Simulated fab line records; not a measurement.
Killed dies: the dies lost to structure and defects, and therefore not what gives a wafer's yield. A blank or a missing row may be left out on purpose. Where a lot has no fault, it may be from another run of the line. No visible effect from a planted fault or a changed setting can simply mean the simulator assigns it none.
The same fault as seen by 2 desks -- flow n5Finfet -- each desk has only its own numbers; what lay behind them comes last

## THE METROLOGY DESK
Lot by lot, what the gauges showed, no matter which tool ran the lot: averages of those sampled wafers that carry a number. The brackets show how far a lot's mean lies from the usual mean; more than 4 standard deviations puts the lot out of limits, marked OUT.
Columns: A = M13_ILD_THK at N5_BEOL_M13_THK_MEAS_01, usual 839 nm; B = V12_OVL at N5_BEOL_M13_OVL_MEAS_11, usual 3 nm
lot,first seen here,A,B
L959,day 11 01:12,848,1
L958,day 11 01:28,837,-1
L960,day 11 09:17,838,5
L963,day 12 10:53,843,3
L970,day 14 09:59,1096 (+23) OUT,6
L972,day 14 21:10,1214 (+34) OUT,4
L974,day 14 21:58,965 (+11) OUT,3
L975,day 15 05:52,840,10
L979,day 16 04:32,845,1
This desk's finding: out of limits on L970, L972, L974; first on L970, day 14 09:59 (M13_ILD_THK at N5_BEOL_M13_THK_MEAS_01). L959, L958, L960, L963, L975, L979 stayed within limits.

## TOOL OWNER'S DESK, pecvd-02
The tool's own readings at N5_BEOL_M13_ILD_DEP_00 (deposits SiOC from DEMS/O2, target thk 837.92 nm, time 166.4 s): means of the sampled wafers that have a number, for each lot that ran on this tool. The brackets show how far a lot's mean lies from the usual mean; more than 4 standard deviations puts the lot out of limits, marked OUT.
Columns: A = heaterPowerW at N5_BEOL_M13_ILD_DEP_00, usual 443 W; B = runLengthS at N5_BEOL_M13_ILD_DEP_00, usual 211.2 s; C = showerheadPlenumPTorr at N5_BEOL_M13_ILD_DEP_00, usual 5.693 Torr; D = showerheadVppV at N5_BEOL_M13_ILD_DEP_00, usual 1385 V; E = throttleValvePct at N5_BEOL_M13_ILD_DEP_00, usual 11.8 %
lot,first seen here,A,B,C,D,E
L963,day 12 10:44,463,211.0,5.698,1389,11.8
L970,day 14 09:50,377,260.8 (+60) OUT,5.702,1370,11.5
L972,day 14 21:01,391,286.4 (+91) OUT,5.716,1362,11.9
L974,day 14 21:49,496,236.3 (+30) OUT,5.697,1360,12.3
This desk's finding: out of limits on L970, L972, L974; first on L970, day 14 09:50 (runLengthS at N5_BEOL_M13_ILD_DEP_00). L963 stayed within limits.

## TAKEN TOGETHER
On L970, L972, L974, at day 14 09:50, an alarm was possible from the tool owner's desk.
At day 14 09:59 the metrology desk could have sounded an alarm, on L970, L972, L974.
All the named lots went through N5_BEOL_M13_ILD_DEP_00 on pecvd-02.

## WHAT HAD BEEN PUT IN BY THE SIMULATOR
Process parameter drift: pecvd-02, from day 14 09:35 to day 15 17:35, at N5_BEOL_M13_ILD_DEP_00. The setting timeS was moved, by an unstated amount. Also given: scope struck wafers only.
Shown lots that were struck: L970, L972, L974.
Counting hours from when the fault started, the first reading out of limits came at 0 for the tool owner's desk and at 0 for the metrology desk.
